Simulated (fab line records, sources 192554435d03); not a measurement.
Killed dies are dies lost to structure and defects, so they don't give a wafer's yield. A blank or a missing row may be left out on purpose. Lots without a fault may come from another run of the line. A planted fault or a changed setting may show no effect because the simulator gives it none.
Chamber matching | flow n5_finfet | N5_ILD0_LINER_00 on ald_sin-02: 4 sister chambers
The step material SiNx, target thk 4 nm, pulse time 1 s, purge time 2 s. 4 wafers are shown with their chamber, then 7 later ones without.

WAFERS WITH THEIR CHAMBER
wafer  | chamber | heater_power_w (W)
L085.1 | 3       | 866
L085.5 | 0       | 1041
L086.1 | 2       | 742
L086.2 | 1       | 1031

WAFERS WITHOUT THEIR CHAMBER
wafer  | heater_power_w (W)
L086.3 | 1041
L089.3 | 1022
L089.5 | 1025
L089.6 | 751
L091.2 | 730
L091.3 | 1044
L091.6 | 1023

WHICH CHAMBER EACH WENT THROUGH
wafer  | from the rows above     | in truth
L086.3 | can't be placed: 0 or 1 | 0
L089.3 | can't be placed: 1 or 0 | 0
L089.5 | can't be placed: 1 or 0 | 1
L089.6 | 2                       | 2
L091.2 | 2                       | 2
L091.3 | can't be placed: 0 or 1 | 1
L091.6 | can't be placed: 1 or 0 | 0
Placed correctly: 2 of 7. Can't be placed from these rows: 5 (the true chamber is among the candidates in 5). Placed wrongly: 0.
How it was worked out, from the rows above alone: a wafer's distance from a chamber is the root of the sum, over the readings, of the square of ((its reading less the chamber's mean) divided by the reading's scatter). The wafer belongs to the nearest chamber; if the next one is less than 2 further off, it can't be placed. A chamber's mean is the mean of its shown wafers. The scatter: with one shown wafer a chamber, the root of the mean of the squares of how far each hidden wafer lies from its nearest shown one.
